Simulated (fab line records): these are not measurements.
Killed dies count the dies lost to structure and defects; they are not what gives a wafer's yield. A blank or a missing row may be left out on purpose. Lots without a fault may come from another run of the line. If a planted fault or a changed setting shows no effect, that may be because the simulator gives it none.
Split-lot trial || flow n5-finfet || on a route of 1938 steps: 7 lots, 21 wafers read

== ON THE SPLIT ==
At N5_MIM_BOT_LITHO_EXPOSE_05 (exposes mask MIM BOT), the setting dose-mj was moved away from the recipe's 24.25 on 7 of the 21 wafers read, by -5.0% to +6.7%. All remaining wafers had this setting at the recipe value.

== FROM THE SPLIT TO THE READING: what the file shows between them, 3 steps ==
- N5_MIM_BOT_LITHO_PEB_06
- N5_MIM_BOT_LITHO_DEVELOP_07: develop time 60 s
- N5_MIM_BOT_LITHO_HARDBAKE_09: time 120 s

== THE READING ==
cd-nm (nm) at N5_MIM_BOT_LITHO_CD_MEAS_08, where the cd target is 3000 nm. Typical for fault-free wafers on this fab line: 3000.3 nm, with standard deviation 1.7 nm.

{"wafer": "L081.1", "tool, chamber at the split": "krf-scanner-02, 0", "dose-mj as run": 23.03, "against the recipe": "-5.0%", "cd-nm, nm": 2993.8, "against lot-mates on the recipe": -8.0}
{"wafer": "L081.3", "tool, chamber at the split": "krf-scanner-02, 0", "dose-mj as run": 24.25, "against the recipe": "recipe", "cd-nm, nm": 3000.0, "against lot-mates on the recipe": "-"}
{"wafer": "L081.6", "tool, chamber at the split": "krf-scanner-02, 0", "dose-mj as run": 24.25, "against the recipe": "recipe", "cd-nm, nm": 3003.6, "against lot-mates on the recipe": "-"}
{"wafer": "L084.3", "tool, chamber at the split": "krf-scanner-02, 0", "dose-mj as run": 24.25, "against the recipe": "recipe", "cd-nm, nm": 2999.6, "against lot-mates on the recipe": "-"}
{"wafer": "L084.4", "tool, chamber at the split": "krf-scanner-02, 0", "dose-mj as run": 25.05, "against the recipe": "+3.3%", "cd-nm, nm": 3005.0, "against lot-mates on the recipe": "+5.4"}
{"wafer": "L084.6", "tool, chamber at the split": "krf-scanner-02, 0", "dose-mj as run": 25.05, "against the recipe": "+3.3%", "cd-nm, nm": 3005.9, "against lot-mates on the recipe": "+6.3"}
{"wafer": "L082.1", "tool, chamber at the split": "krf-scanner-02, 0", "dose-mj as run": 24.25, "against the recipe": "recipe", "cd-nm, nm": 2998.1, "against lot-mates on the recipe": "-"}
{"wafer": "L082.4", "tool, chamber at the split": "krf-scanner-02, 0", "dose-mj as run": 24.25, "against the recipe": "recipe", "cd-nm, nm": 2997.5, "against lot-mates on the recipe": "-"}
{"wafer": "L082.5", "tool, chamber at the split": "krf-scanner-02, 0", "dose-mj as run": 24.25, "against the recipe": "recipe", "cd-nm, nm": 2996.0, "against lot-mates on the recipe": "-"}
{"wafer": "L085.1", "tool, chamber at the split": "krf-scanner-02, 0", "dose-mj as run": 24.25, "against the recipe": "recipe", "cd-nm, nm": 2998.9, "against lot-mates on the recipe": "-"}
{"wafer": "L085.3", "tool, chamber at the split": "krf-scanner-02, 0", "dose-mj as run": 24.25, "against the recipe": "recipe", "cd-nm, nm": 2998.8, "against lot-mates on the recipe": "-"}
{"wafer": "L085.5", "tool, chamber at the split": "krf-scanner-02, 0", "dose-mj as run": 24.25, "against the recipe": "recipe", "cd-nm, nm": 2997.7, "against lot-mates on the recipe": "-"}
{"wafer": "L088.4", "tool, chamber at the split": "krf-scanner-02, 0", "dose-mj as run": 23.22, "against the recipe": "-4.2%", "cd-nm, nm": 2992.1, "against lot-mates on the recipe": -7.1}
{"wafer": "L088.5", "tool, chamber at the split": "krf-scanner-02, 0", "dose-mj as run": 24.25, "against the recipe": "recipe", "cd-nm, nm": 2999.2, "against lot-mates on the recipe": "-"}
{"wafer": "L088.6", "tool, chamber at the split": "krf-scanner-02, 0", "dose-mj as run": 23.22, "against the recipe": "-4.2%", "cd-nm, nm": 2992.3, "against lot-mates on the recipe": -6.9}
{"wafer": "L096.1", "tool, chamber at the split": "krf-scanner-01, 0", "dose-mj as run": 24.25, "against the recipe": "recipe", "cd-nm, nm": 3000.6, "against lot-mates on the recipe": "-"}
{"wafer": "L096.2", "tool, chamber at the split": "krf-scanner-01, 0", "dose-mj as run": 23.14, "against the recipe": "-4.6%", "cd-nm, nm": 2992.3, "against lot-mates on the recipe": -7.7}
{"wafer": "L096.4", "tool, chamber at the split": "krf-scanner-01, 0", "dose-mj as run": 24.25, "against the recipe": "recipe", "cd-nm, nm": 2999.4, "against lot-mates on the recipe": "-"}
{"wafer": "L097.1", "tool, chamber at the split": "krf-scanner-02, 0", "dose-mj as run": 24.25, "against the recipe": "recipe", "cd-nm, nm": 2998.1, "against lot-mates on the recipe": "-"}
{"wafer": "L097.4", "tool, chamber at the split": "krf-scanner-02, 0", "dose-mj as run": 24.25, "against the recipe": "recipe", "cd-nm, nm": 2999.4, "against lot-mates on the recipe": "-"}
{"wafer": "L097.5", "tool, chamber at the split": "krf-scanner-02, 0", "dose-mj as run": 25.87, "against the recipe": "+6.7%", "cd-nm, nm": 3011.5, "against lot-mates on the recipe": "+12.8"}

THE FIT
A straight line over all 21 wafers: cd-nm changes by +1.63 nm for each +1% of dose-mj; r = +0.94; the points scatter about the line by 1.6 nm.
The same after taking each lot's own level away (the mean of its wafers on the recipe; 21 wafers): +1.74 nm for each +1%; r = +0.99; scatter 0.84 nm.
That fit puts the effect of the largest move of dose-mj on the reading at 12 nm.
The span of the lots' own levels, 2997.20 to 3001.80 nm, comes to 2.7 times the standard deviation stated above.
So the lot-to-lot level changes the slope little: the two slopes agree.
Check: for one of the wafers moved furthest among these (+6.7%), held out of the fit, the line's prediction against its lot-mates is +11.2 nm. Against them it came out at +12.8 nm.

== FURTHER SPLITS ON THESE WAFERS ==
These wafers also went through other splits before the reading. Each is held against what the fit with the lots' levels taken away leaves over:
{"other split on the same wafers": "N5_BEOL_M12_CMP_49 down-force-psi", "wafers away from the commonest value": 6, "r with cd-nm (lot level and that fit taken away)": -0.07}
{"other split on the same wafers": "N5_BEOL_M12_DEP_53 time-s", "wafers away from the commonest value": 3, "r with cd-nm (lot level and that fit taken away)": "+0.00"}
{"other split on the same wafers": "N5_BEOL_M14_EXPOSE_25 dose-mj", "wafers away from the commonest value": 6, "r with cd-nm (lot level and that fit taken away)": "+0.26"}

== THE FILE'S OWN FIT ==
cd-nm changes by +1.75 nm for each +1% of dose-mj, r = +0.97.
